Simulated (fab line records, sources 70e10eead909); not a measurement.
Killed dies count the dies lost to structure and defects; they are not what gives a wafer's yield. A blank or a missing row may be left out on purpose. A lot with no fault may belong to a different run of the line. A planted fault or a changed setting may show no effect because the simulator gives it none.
fab line records || flow nand-harc
record: {"lots": 6, "wafers": 18, "last-day": 34}
route steps=1302 shown A_ZERO_WELL@412 A_SOURCE_PLATE@413 A_ONON_D1@424 END@1302
lots with no fault: from the same line, run without faults
start-h: start of the lot's first displayed wafer, in hours after the record's first day || wait-h: time in hours since the lot's previous step || " identical to the entry in the row above || L1.1+2: a row that stands for several wafers || - either no value or no given start || * or withheld: withheld || < > ~ a bound
route shown NAME@n: a module of which the file shows steps, and the number in the route of the first || usual: mean/standard deviation of fault-free wafers || same: alike in all rows || chamber/n: place in a boat || sites: each site's reading || _std_site: standard deviation of those values || _edge_site: the outer-site mean with the inner-site mean subtracted || radius-mm: for every site, how far away it sits from the centre of the wafer || mask NAME#n: copy n || behind: the tool/chamber that last shaped the wafer || hold: the reason the lot was held/the length of the hold in hours/how it ended || device: which transistor (n, p or np) failed to switch || end of line: tests run on the same wafers once the route is complete || a step without rows: its recipe alone || killed: dies that structure and defects cost at the first sort, which is not the same as the wafer's yield || map: a wafer's dies, marking killed ones x, the rest . and places with no die _
set.NAME: setting as actually run; set.NAME@STEP: the setting as run at that earlier step || model.NAME: the simulator's own value behind a step, which no gauge read
certain route steps with their lots: each step a table, each wafer a row
services: from which hour (start-h, from the record's first day; less than 0 if before it) a tool's chamber was out of use, for how many hours, and why
== steps ==
step: NHARC_A_ZERO_WELL_INSPECT_17
usual: {"raw-defect-count": "11/6.5"}
{"lot.wafer": "L775.1", "tool": "defect-inspect-02", "chamber": "-", "start-h": 178.73, "wait-h": 0.2, "raw-defect-count": 3}
{"lot.wafer": "L775.5", "tool": "defect-inspect-02", "chamber": "-", "start-h": 178.73, "wait-h": 0.2, "raw-defect-count": 10}
{"lot.wafer": "L775.6", "tool": "defect-inspect-02", "chamber": "-", "start-h": 178.73, "wait-h": 0.2, "raw-defect-count": 5}
{"lot.wafer": "L777.1", "tool": "defect-inspect-01", "chamber": "-", "start-h": 205.02, "wait-h": 0.2, "raw-defect-count": 5}
{"lot.wafer": "L777.2", "tool": "defect-inspect-01", "chamber": "-", "start-h": 205.02, "wait-h": 0.2, "raw-defect-count": 3}
{"lot.wafer": "L777.4", "tool": "defect-inspect-01", "chamber": "-", "start-h": 205.02, "wait-h": 0.2, "raw-defect-count": 4}
{"lot.wafer": "L783.1", "tool": "defect-inspect-02", "chamber": "-", "start-h": 259.36, "wait-h": 0.2, "raw-defect-count": 7}
{"lot.wafer": "L783.3", "tool": "defect-inspect-02", "chamber": "-", "start-h": 259.36, "wait-h": 0.2, "raw-defect-count": 15}
{"lot.wafer": "L783.6", "tool": "defect-inspect-02", "chamber": "-", "start-h": 259.36, "wait-h": 0.2, "raw-defect-count": 9}
{"lot.wafer": "L784.2", "tool": "defect-inspect-02", "chamber": "-", "start-h": 285.88, "wait-h": 0.1, "raw-defect-count": 14}
{"lot.wafer": "L784.5", "tool": "defect-inspect-02", "chamber": "-", "start-h": 285.88, "wait-h": 0.1, "raw-defect-count": 23}
{"lot.wafer": "L784.6", "tool": "defect-inspect-02", "chamber": "-", "start-h": 285.88, "wait-h": 0.1, "raw-defect-count": 7}
{"lot.wafer": "L790.1", "tool": "defect-inspect-02", "chamber": "-", "start-h": 335.91, "wait-h": 0.2, "raw-defect-count": 8}
{"lot.wafer": "L790.2", "tool": "defect-inspect-02", "chamber": "-", "start-h": 335.91, "wait-h": 0.2, "raw-defect-count": 6}
{"lot.wafer": "L790.3", "tool": "defect-inspect-02", "chamber": "-", "start-h": 335.91, "wait-h": 0.2, "raw-defect-count": 6}
{"lot.wafer": "L794.1", "tool": "defect-inspect-02", "chamber": "-", "start-h": 368.37, "wait-h": 0.2, "raw-defect-count": 19}
{"lot.wafer": "L794.4", "tool": "defect-inspect-02", "chamber": "-", "start-h": 368.37, "wait-h": 0.2, "raw-defect-count": 6}
{"lot.wafer": "L794.6", "tool": "defect-inspect-02", "chamber": "-", "start-h": 368.37, "wait-h": 0.2, "raw-defect-count": 6}
step: NHARC_A_SOURCE_PLATE_PRECLEAN_00
recipe: {"time-s": 60, "chemistry": "HF-LAST"}
step: NHARC_A_SOURCE_PLATE_SRD_01
step: NHARC_A_SOURCE_PLATE_OXIDE_02
recipe: {"target-thk-a": 100, "temp-c": 900, "ox-time-s": 1362, "material": "SiO2"}
step: NHARC_A_SOURCE_PLATE_THK_MEAS_09
recipe: {"thk-meas-gauge": "ellipsometry"}
usual: {"thk-nm": "9.7/0.96"}
{"lot.wafer": "L775.1", "tool": "film-metro-02", "chamber": "-", "start-h": 186.04, "wait-h": 0.4, "thk-nm": 8.9}
{"lot.wafer": "L775.5", "tool": "film-metro-02", "chamber": "-", "start-h": 186.04, "wait-h": 0.4, "thk-nm": 9.4}
{"lot.wafer": "L775.6", "tool": "film-metro-02", "chamber": "-", "start-h": 186.04, "wait-h": 0.4, "thk-nm": 11.0}
{"lot.wafer": "L777.1", "tool": "film-metro-01", "chamber": "-", "start-h": 212.35, "wait-h": 0.4, "thk-nm": 9.7}
{"lot.wafer": "L777.2", "tool": "film-metro-01", "chamber": "-", "start-h": 212.35, "wait-h": 0.4, "thk-nm": 7.9}
{"lot.wafer": "L777.4", "tool": "film-metro-01", "chamber": "-", "start-h": 212.35, "wait-h": 0.4, "thk-nm": 8.9}
{"lot.wafer": "L783.1", "tool": "film-metro-02", "chamber": "-", "start-h": 266.12, "wait-h": 0.4, "thk-nm": 11.8}
{"lot.wafer": "L783.3", "tool": "film-metro-02", "chamber": "-", "start-h": 266.12, "wait-h": 0.4, "thk-nm": 11.1}
{"lot.wafer": "L783.6", "tool": "film-metro-02", "chamber": "-", "start-h": 266.12, "wait-h": 0.4, "thk-nm": 10.5}
{"lot.wafer": "L784.2", "tool": "film-metro-01", "chamber": "-", "start-h": 292.47, "wait-h": 0.4, "thk-nm": 9.3}
{"lot.wafer": "L784.5", "tool": "film-metro-01", "chamber": "-", "start-h": 292.47, "wait-h": 0.4, "thk-nm": 8.7}
{"lot.wafer": "L784.6", "tool": "film-metro-01", "chamber": "-", "start-h": 292.47, "wait-h": 0.4, "thk-nm": 8.9}
{"lot.wafer": "L790.1", "tool": "film-metro-02", "chamber": "-", "start-h": 342.72, "wait-h": 0.4, "thk-nm": 10.3}
{"lot.wafer": "L790.2", "tool": "film-metro-02", "chamber": "-", "start-h": 342.72, "wait-h": 0.4, "thk-nm": 10.3}
{"lot.wafer": "L790.3", "tool": "film-metro-02", "chamber": "-", "start-h": 342.72, "wait-h": 0.4, "thk-nm": 10.2}
{"lot.wafer": "L794.1", "tool": "film-metro-01", "chamber": "-", "start-h": 375.95, "wait-h": 0.4, "thk-nm": 10.5}
{"lot.wafer": "L794.4", "tool": "film-metro-01", "chamber": "-", "start-h": 375.95, "wait-h": 0.4, "thk-nm": 9.3}
{"lot.wafer": "L794.6", "tool": "film-metro-01", "chamber": "-", "start-h": 375.95, "wait-h": 0.4, "thk-nm": 9.9}
step: NHARC_A_SOURCE_PLATE_PVD_04
recipe: {"target-thk-a": 500, "material": "WSi2"}
step: NHARC_A_SOURCE_PLATE_CVD_03
recipe: {"target-thk-a": 2000, "temp-c": 620, "pressure-mtorr": 200, "time-s": 4000, "material": "poly-Si"}
step: NHARC_A_SOURCE_PLATE_ANNEAL_05
recipe: {"temp-c": 850, "time-s": 1800}
step: NHARC_A_SOURCE_PLATE_THK_MEAS_06
recipe: {"thk-meas-gauge": "ellipsometry"}
usual: {"thk-nm": "199.4/2.3"}
{"lot.wafer": "L775.1", "tool": "film-metro-01", "chamber": "-", "start-h": 198.83, "wait-h": 0.4, "thk-nm": 200.9}
{"lot.wafer": "L775.5", "tool": "film-metro-01", "chamber": "-", "start-h": 198.83, "wait-h": 0.4, "thk-nm": 201.8}
{"lot.wafer": "L775.6", "tool": "film-metro-01", "chamber": "-", "start-h": 198.83, "wait-h": 0.4, "thk-nm": 201.7}
{"lot.wafer": "L777.1", "tool": "film-metro-01", "chamber": "-", "start-h": 225.05, "wait-h": 0.4, "thk-nm": 199.6}
{"lot.wafer": "L777.2", "tool": "film-metro-01", "chamber": "-", "start-h": 225.05, "wait-h": 0.4, "thk-nm": 201.7}
{"lot.wafer": "L777.4", "tool": "film-metro-01", "chamber": "-", "start-h": 225.05, "wait-h": 0.4, "thk-nm": 200.5}
{"lot.wafer": "L783.1", "tool": "film-metro-01", "chamber": "-", "start-h": 278.55, "wait-h": 0.4, "thk-nm": 198.7}
{"lot.wafer": "L783.3", "tool": "film-metro-01", "chamber": "-", "start-h": 278.55, "wait-h": 0.4, "thk-nm": 199.5}
{"lot.wafer": "L783.6", "tool": "film-metro-01", "chamber": "-", "start-h": 278.55, "wait-h": 0.4, "thk-nm": 199.2}
{"lot.wafer": "L784.2", "tool": "film-metro-02", "chamber": "-", "start-h": 305.15, "wait-h": 0.4, "thk-nm": 195.7}
{"lot.wafer": "L784.5", "tool": "film-metro-02", "chamber": "-", "start-h": 305.15, "wait-h": 0.4, "thk-nm": 199.8}
{"lot.wafer": "L784.6", "tool": "film-metro-02", "chamber": "-", "start-h": 305.15, "wait-h": 0.4, "thk-nm": 197.6}
{"lot.wafer": "L790.1", "tool": "film-metro-02", "chamber": "-", "start-h": 355.27, "wait-h": 0.4, "thk-nm": 197.3}
{"lot.wafer": "L790.2", "tool": "film-metro-02", "chamber": "-", "start-h": 355.27, "wait-h": 0.4, "thk-nm": 195.0}
{"lot.wafer": "L790.3", "tool": "film-metro-02", "chamber": "-", "start-h": 355.27, "wait-h": 0.4, "thk-nm": 197.1}
{"lot.wafer": "L794.1", "tool": "film-metro-02", "chamber": "-", "start-h": 388.99, "wait-h": 0.4, "thk-nm": 199.0}
{"lot.wafer": "L794.4", "tool": "film-metro-02", "chamber": "-", "start-h": 388.99, "wait-h": 0.4, "thk-nm": 198.0}
{"lot.wafer": "L794.6", "tool": "film-metro-02", "chamber": "-", "start-h": 388.99, "wait-h": 0.4, "thk-nm": 195.0}
step: NHARC_A_SOURCE_PLATE_INSPECT_08
usual: {"raw-defect-count": "67/28"}
{"lot.wafer": "L775.1", "tool": "defect-inspect-02", "chamber": "-", "start-h": 198.94, "wait-h": 0.0, "raw-defect-count": 66}
{"lot.wafer": "L775.5", "tool": "defect-inspect-02", "chamber": "-", "start-h": 198.94, "wait-h": 0.0, "raw-defect-count": 47}
{"lot.wafer": "L775.6", "tool": "defect-inspect-02", "chamber": "-", "start-h": 198.94, "wait-h": 0.0, "raw-defect-count": 67}
{"lot.wafer": "L777.1", "tool": "defect-inspect-01", "chamber": "-", "start-h": 225.14, "wait-h": 0.0, "raw-defect-count": 164}
{"lot.wafer": "L777.2", "tool": "defect-inspect-01", "chamber": "-", "start-h": 225.14, "wait-h": 0.0, "raw-defect-count": 120}
{"lot.wafer": "L777.4", "tool": "defect-inspect-01", "chamber": "-", "start-h": 225.14, "wait-h": 0.0, "raw-defect-count": 167}
{"lot.wafer": "L783.1", "tool": "defect-inspect-01", "chamber": "-", "start-h": 278.62, "wait-h": 0.0, "raw-defect-count": 48}
{"lot.wafer": "L783.3", "tool": "defect-inspect-01", "chamber": "-", "start-h": 278.62, "wait-h": 0.0, "raw-defect-count": 79}
{"lot.wafer": "L783.6", "tool": "defect-inspect-01", "chamber": "-", "start-h": 278.62, "wait-h": 0.0, "raw-defect-count": 57}
{"lot.wafer": "L784.2", "tool": "defect-inspect-02", "chamber": "-", "start-h": 305.22, "wait-h": 0.0, "raw-defect-count": 36}
{"lot.wafer": "L784.5", "tool": "defect-inspect-02", "chamber": "-", "start-h": 305.22, "wait-h": 0.0, "raw-defect-count": 99}
{"lot.wafer": "L784.6", "tool": "defect-inspect-02", "chamber": "-", "start-h": 305.22, "wait-h": 0.0, "raw-defect-count": 104}
{"lot.wafer": "L790.1", "tool": "defect-inspect-01", "chamber": "-", "start-h": 355.38, "wait-h": 0.0, "raw-defect-count": 76}
{"lot.wafer": "L790.2", "tool": "defect-inspect-01", "chamber": "-", "start-h": 355.38, "wait-h": 0.0, "raw-defect-count": 86}
{"lot.wafer": "L790.3", "tool": "defect-inspect-01", "chamber": "-", "start-h": 355.38, "wait-h": 0.0, "raw-defect-count": 130}
{"lot.wafer": "L794.1", "tool": "defect-inspect-02", "chamber": "-", "start-h": 389.05, "wait-h": 0.0, "raw-defect-count": 42}
{"lot.wafer": "L794.4", "tool": "defect-inspect-02", "chamber": "-", "start-h": 389.05, "wait-h": 0.0, "raw-defect-count": 36}
{"lot.wafer": "L794.6", "tool": "defect-inspect-02", "chamber": "-", "start-h": 389.05, "wait-h": 0.0, "raw-defect-count": 24}
step: NHARC_A_ONON_D1_DEP_00
recipe: {"target-thk-a": 10000, "n2-flow-sccm": 2750, "n2o-flow-sccm": 2000, "nh3-flow-sccm": 500, "sih4-flow-sccm": 210, "temp-c": 400}
usual: {"nh3-flow-sccm": "499.9/1.5"}
{"lot.wafer": "L775.1", "tool": "pecvd-onon-01", "chamber": 0, "start-h": 199.00, "wait-h": 0.1, "nh3-flow-sccm": 500.5}
{"lot.wafer": "L775.5", "tool": "pecvd-onon-01", "chamber": 0, "start-h": 199.00, "wait-h": 0.1, "nh3-flow-sccm": 501.5}
{"lot.wafer": "L775.6", "tool": "pecvd-onon-01", "chamber": 0, "start-h": 199.00, "wait-h": 0.1, "nh3-flow-sccm": 499.4}
{"lot.wafer": "L777.1", "tool": "pecvd-onon-02", "chamber": 0, "start-h": 225.20, "wait-h": 0.1, "nh3-flow-sccm": 501.6}
{"lot.wafer": "L777.2", "tool": "pecvd-onon-02", "chamber": 0, "start-h": 225.20, "wait-h": 0.1, "nh3-flow-sccm": 499.0}
{"lot.wafer": "L777.4", "tool": "pecvd-onon-02", "chamber": 0, "start-h": 225.20, "wait-h": 0.1, "nh3-flow-sccm": 501.9}
{"lot.wafer": "L783.1", "tool": "pecvd-onon-02", "chamber": 0, "start-h": 278.68, "wait-h": 0.1, "nh3-flow-sccm": 500.5}
{"lot.wafer": "L783.3", "tool": "pecvd-onon-02", "chamber": 0, "start-h": 278.68, "wait-h": 0.1, "nh3-flow-sccm": 498.4}
{"lot.wafer": "L783.6", "tool": "pecvd-onon-02", "chamber": 0, "start-h": 278.68, "wait-h": 0.1, "nh3-flow-sccm": 499.9}
{"lot.wafer": "L784.2", "tool": "pecvd-onon-02", "chamber": 0, "start-h": 305.34, "wait-h": 0.1, "nh3-flow-sccm": 501.6}
{"lot.wafer": "L784.5", "tool": "pecvd-onon-02", "chamber": 0, "start-h": 305.34, "wait-h": 0.1, "nh3-flow-sccm": 500.4}
{"lot.wafer": "L784.6", "tool": "pecvd-onon-02", "chamber": 0, "start-h": 305.34, "wait-h": 0.1, "nh3-flow-sccm": 501.5}
{"lot.wafer": "L790.1", "tool": "pecvd-onon-03", "chamber": 0, "start-h": 355.44, "wait-h": 0.1, "nh3-flow-sccm": 500.4}
{"lot.wafer": "L790.2", "tool": "pecvd-onon-03", "chamber": 0, "start-h": 355.44, "wait-h": 0.1, "nh3-flow-sccm": 500.3}
{"lot.wafer": "L790.3", "tool": "pecvd-onon-03", "chamber": 0, "start-h": 355.44, "wait-h": 0.1, "nh3-flow-sccm": 500.1}
{"lot.wafer": "L794.1", "tool": "pecvd-onon-02", "chamber": 0, "start-h": 389.12, "wait-h": 0.1, "nh3-flow-sccm": 501.8}
{"lot.wafer": "L794.4", "tool": "pecvd-onon-02", "chamber": 0, "start-h": 389.12, "wait-h": 0.1, "nh3-flow-sccm": 501.4}
{"lot.wafer": "L794.6", "tool": "pecvd-onon-02", "chamber": 0, "start-h": 389.12, "wait-h": 0.1, "nh3-flow-sccm": 501.4}
step: NHARC_A_ONON_D1_THK_MEAS_02
recipe: {"thk-meas-gauge": "ellipsometry"}
usual: {"thk-nm": "1000/9.5"}
{"lot.wafer": "L775.1", "tool": "film-metro-02", "chamber": "-", "start-h": 199.53, "wait-h": "-", "thk-nm": 980}
{"lot.wafer": "L775.5", "tool": "film-metro-02", "chamber": "-", "start-h": 199.53, "wait-h": "-", "thk-nm": 980}
{"lot.wafer": "L775.6", "tool": "film-metro-02", "chamber": "-", "start-h": 199.53, "wait-h": "-", "thk-nm": 983}
{"lot.wafer": "L777.1", "tool": "film-metro-01", "chamber": "-", "start-h": 225.71, "wait-h": "-", "thk-nm": 985}
{"lot.wafer": "L777.2", "tool": "film-metro-01", "chamber": "-", "start-h": 225.71, "wait-h": "-", "thk-nm": 986}
{"lot.wafer": "L777.4", "tool": "film-metro-01", "chamber": "-", "start-h": 225.71, "wait-h": "-", "thk-nm": 988}
{"lot.wafer": "L783.1", "tool": "film-metro-02", "chamber": "-", "start-h": 279.19, "wait-h": "-", "thk-nm": 1098}
{"lot.wafer": "L783.3", "tool": "film-metro-02", "chamber": "-", "start-h": 279.19, "wait-h": "-", "thk-nm": 1097}
{"lot.wafer": "L783.6", "tool": "film-metro-02", "chamber": "-", "start-h": 279.19, "wait-h": "-", "thk-nm": 1099}
{"lot.wafer": "L784.2", "tool": "film-metro-02", "chamber": "-", "start-h": 305.82, "wait-h": "-", "thk-nm": 1099}
{"lot.wafer": "L784.5", "tool": "film-metro-02", "chamber": "-", "start-h": 305.82, "wait-h": "-", "thk-nm": 1097}
{"lot.wafer": "L784.6", "tool": "film-metro-02", "chamber": "-", "start-h": 305.82, "wait-h": "-", "thk-nm": 1098}
{"lot.wafer": "L790.1", "tool": "film-metro-02", "chamber": "-", "start-h": 355.95, "wait-h": "-", "thk-nm": 997}
{"lot.wafer": "L790.2", "tool": "film-metro-02", "chamber": "-", "start-h": 355.95, "wait-h": "-", "thk-nm": 995}
{"lot.wafer": "L790.3", "tool": "film-metro-02", "chamber": "-", "start-h": 355.95, "wait-h": "-", "thk-nm": 997}
{"lot.wafer": "L794.1", "tool": "film-metro-01", "chamber": "-", "start-h": 389.63, "wait-h": "-", "thk-nm": 1013}
{"lot.wafer": "L794.4", "tool": "film-metro-01", "chamber": "-", "start-h": 389.63, "wait-h": "-", "thk-nm": 1013}
{"lot.wafer": "L794.6", "tool": "film-metro-01", "chamber": "-", "start-h": 389.63, "wait-h": "-", "thk-nm": 1010}
step: NHARC_A_ONON_D1_DEP_03
recipe: {"target-thk-a": 10000, "n2-flow-sccm": 2750, "n2o-flow-sccm": 2000, "nh3-flow-sccm": 500, "sih4-flow-sccm": 210, "temp-c": 400}
step: NHARC_END_SORT_01
recipe: {"temp-c": 25}
usual: {"killed-at-array": "59/20", "killed-at-other": "0.8/1.2", "killed-at-periphery": "3.5/2.2", "killed-dies": "63/20", "killed-open": "3.3/1.8", "killed-short": "2.6/1.7"}
same: {"gross-dies": 677}
{"lot.wafer": "L783.1", "tool": "prober-01", "chamber": 0, "start-h": 678.59, "wait-h": 2.5, "killed-at-array": 674, "killed-at-other": 2, "killed-at-periphery": 1, "killed-dies": 677, "killed-open": 2, "killed-short": 5}
{"lot.wafer": "L783.3", "tool": "prober-01", "chamber": 0, "start-h": 680.19, "wait-h": 3.1, "killed-at-array": 673, "killed-at-other": 0, "killed-at-periphery": 4, "killed-dies": 677, "killed-open": 4, "killed-short": 1}
{"lot.wafer": "L783.6", "tool": "prober-01", "chamber": 0, "start-h": 682.58, "wait-h": 4.0, "killed-at-array": 672, "killed-at-other": 1, "killed-at-periphery": 4, "killed-dies": 677, "killed-open": 7, "killed-short": 1}
{"lot.wafer": "L784.2", "tool": "prober-01", "chamber": 0, "start-h": 693.93, "wait-h": 2.8, "killed-at-array": 674, "killed-at-other": 3, "killed-at-periphery": 0, "killed-dies": 677, "killed-open": 2, "killed-short": 2}
{"lot.wafer": "L784.5", "tool": "prober-01", "chamber": 0, "start-h": 696.34, "wait-h": 3.7, "killed-at-array": 670, "killed-at-other": 5, "killed-at-periphery": 2, "killed-dies": 677, "killed-open": 5, "killed-short": 2}
{"lot.wafer": "L784.6", "tool": "prober-01", "chamber": 0, "start-h": 697.14, "wait-h": 4.0, "killed-at-array": 669, "killed-at-other": 5, "killed-at-periphery": 3, "killed-dies": 677, "killed-open": 7, "killed-short": 4}
killed by level:class
L783.1 A_ONON_D1:area-dep=588 A_CHANNEL_HOLE_D1:chamber-film-flake=31 A_SLIT:chamber-film-flake=28 A_CHANNEL_HOLE_D2:chamber-film-flake=15 A_CONTACT:chamber-film-flake=4 A_STAIRCASE:chamber-film-flake=2 THIN_TSV:chamber-film-flake=2 P_GATE:geometric-particle:open=1
L783.3 A_ONON_D1:area-dep=593 A_SLIT:chamber-film-flake=26 A_CHANNEL_HOLE_D1:chamber-film-flake=24 A_CHANNEL_HOLE_D2:chamber-film-flake=17 A_CONTACT:chamber-film-flake=7 A_STAIRCASE:chamber-film-flake=3 P_M0:geometric-particle:open=2 P_M1:geometric-particle:open=1
L783.6 A_ONON_D1:area-dep=577 A_SLIT:chamber-film-flake=30 A_CHANNEL_HOLE_D1:chamber-film-flake=26 A_CHANNEL_HOLE_D2:chamber-film-flake=22 A_CONTACT:chamber-film-flake=7 A_STAIRCASE:chamber-film-flake=3 A_WL_FILL:chamber-film-flake=2 P_GATE:geometric-particle:open=1
L784.2 A_ONON_D1:area-dep=648 A_CHANNEL_HOLE_D1:chamber-film-flake=6 A_CONTACT:chamber-film-flake=6 A_SGD_CUT:chamber-film-flake=4 A_SLIT:chamber-film-flake=3 THIN_TSV:chamber-film-flake=3 A_WL_FILL:chamber-film-flake=2 A_DECK1_JOINT:geometric-particle:open=1
L784.5 A_ONON_D1:area-dep=639 A_CHANNEL_HOLE_D1:chamber-film-flake=10 A_CONTACT:chamber-film-flake=5 A_SGD_CUT:chamber-film-flake=4 THIN_TSV:chamber-film-flake=4 A_CHANNEL_FILL_D2:chamber-film-flake=2 A_SLIT:chamber-film-flake=2 A_SOURCE_PLATE:geometric-particle:open=1
L784.6 A_ONON_D1:area-dep=637 A_CONTACT:chamber-film-flake=6 A_CHANNEL_HOLE_D1:chamber-film-flake=5 A_SGD_CUT:chamber-film-flake=5 THIN_TSV:chamber-film-flake=5 A_SLIT:chamber-film-flake=3 A_BLC:geometric-particle:open=2 A_WL_FILL:chamber-film-flake=2
map L783.1 (x killed, . not)
____________x____________
_________xxxxxxx_________
_______xxxxxxxxxxx_______
______xxxxxxxxxxxxx______
_____xxxxxxxxxxxxxxx_____
____xxxxxxxxxxxxxxxxx____
____xxxxxxxxxxxxxxxxx____
___xxxxxxxxxxxxxxxxxxx___
___xxxxxxxxxxxxxxxxxxx___
__xxxxxxxxxxxxxxxxxxxxx__
__xxxxxxxxxxxxxxxxxxxxx__
_xxxxxxxxxxxxxxxxxxxxxxx_
_xxxxxxxxxxxxxxxxxxxxxxx_
_xxxxxxxxxxxxxxxxxxxxxxx_
_xxxxxxxxxxxxxxxxxxxxxxx_
_xxxxxxxxxxxxxxxxxxxxxxx_
xxxxxxxxxxxxxxxxxxxxxxxxx
xxxxxxxxxxxxxxxxxxxxxxxxx
xxxxxxxxxxxxxxxxxxxxxxxxx
xxxxxxxxxxxxxxxxxxxxxxxxx
xxxxxxxxxxxxxxxxxxxxxxxxx
_xxxxxxxxxxxxxxxxxxxxxxx_
_xxxxxxxxxxxxxxxxxxxxxxx_
_xxxxxxxxxxxxxxxxxxxxxxx_
_xxxxxxxxxxxxxxxxxxxxxxx_
_xxxxxxxxxxxxxxxxxxxxxxx_
__xxxxxxxxxxxxxxxxxxxxx__
__xxxxxxxxxxxxxxxxxxxxx__
___xxxxxxxxxxxxxxxxxxx___
___xxxxxxxxxxxxxxxxxxx___
____xxxxxxxxxxxxxxxxx____
____xxxxxxxxxxxxxxxxx____
_____xxxxxxxxxxxxxxx_____
______xxxxxxxxxxxxx______
_______xxxxxxxxxxx_______
_________xxxxxxx_________
____________x____________
map L784.2 (x killed, . not)
____________x____________
_________xxxxxxx_________
_______xxxxxxxxxxx_______
______xxxxxxxxxxxxx______
_____xxxxxxxxxxxxxxx_____
____xxxxxxxxxxxxxxxxx____
____xxxxxxxxxxxxxxxxx____
___xxxxxxxxxxxxxxxxxxx___
___xxxxxxxxxxxxxxxxxxx___
__xxxxxxxxxxxxxxxxxxxxx__
__xxxxxxxxxxxxxxxxxxxxx__
_xxxxxxxxxxxxxxxxxxxxxxx_
_xxxxxxxxxxxxxxxxxxxxxxx_
_xxxxxxxxxxxxxxxxxxxxxxx_
_xxxxxxxxxxxxxxxxxxxxxxx_
_xxxxxxxxxxxxxxxxxxxxxxx_
xxxxxxxxxxxxxxxxxxxxxxxxx
xxxxxxxxxxxxxxxxxxxxxxxxx
xxxxxxxxxxxxxxxxxxxxxxxxx
xxxxxxxxxxxxxxxxxxxxxxxxx
xxxxxxxxxxxxxxxxxxxxxxxxx
_xxxxxxxxxxxxxxxxxxxxxxx_
_xxxxxxxxxxxxxxxxxxxxxxx_
_xxxxxxxxxxxxxxxxxxxxxxx_
_xxxxxxxxxxxxxxxxxxxxxxx_
_xxxxxxxxxxxxxxxxxxxxxxx_
__xxxxxxxxxxxxxxxxxxxxx__
__xxxxxxxxxxxxxxxxxxxxx__
___xxxxxxxxxxxxxxxxxxx___
___xxxxxxxxxxxxxxxxxxx___
____xxxxxxxxxxxxxxxxx____
____xxxxxxxxxxxxxxxxx____
_____xxxxxxxxxxxxxxx_____
______xxxxxxxxxxxxx______
_______xxxxxxxxxxx_______
_________xxxxxxx_________
____________x____________
== services ==
{"tool": "pecvd-onon-02", "chamber": "-", "start-h": 185.00, "hours": 13.0, "kind": "pm"}
{"tool": "pecvd-onon-03", "chamber": "-", "start-h": 227.25, "hours": 13.0, "kind": "pm"}
{"tool": "pecvd-onon-01", "chamber": "-", "start-h": 269.00, "hours": 13.0, "kind": "pm"}
{"tool": "pecvd-onon-01", "chamber": "-", "start-h": 287.74, "hours": 3.0, "kind": "repair"}
{"tool": "pecvd-onon-02", "chamber": "-", "start-h": 366.00, "hours": 13.0, "kind": "pm"}
== key ==
first-sign: {"step": "NHARC_A_ONON_D1_THK_MEAS_02", "reading": "thk-nm", "direction": "up", "sigmas": 10, "usual": 1000, "struck": 1098}
effect: {"step": "NHARC_END_SORT_01", "reading": "killed-at-array", "direction": "up", "sigmas": 31, "usual": 59, "struck": 672}
more-kills-born-at: {"NHARC_A_ONON_D1_DEP_00@pecvd-onon-02": 3682}
met-at NHARC_A_ONON_D1_DEP_00
struck-wafers L783.1,L783.3,L783.6,L784.2,L784.5,L784.6
later-rows-left-out L783.1,L783.3,L783.6,L784.2,L784.5,L784.6
tester-left-out L783,L784
onset-between 225.20 278.68
fault: {"kind": "process-parameter-drift", "tool": "pecvd-onon-02", "chamber": "-", "onset-h": 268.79, "steps": "NHARC_A_ONON_D1_DEP_00", "channel": "target-thk-a", "offset": "*", "shape": "step", "end-h": 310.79, "acts-in": "*", "stated": "*"}
tester-left-out: of these lots the tester's yield and bins aren't shown, on N5 and GAA mostly nor the transistor test; their killed dies are dies lost to structure and defects alone, not to doping, threshold or leakage, so they don't give the yield
later-rows-left-out: the simulator's readings of these wafers behind a module that went badly wrong aren't trusted and aren't shown, but for the sort
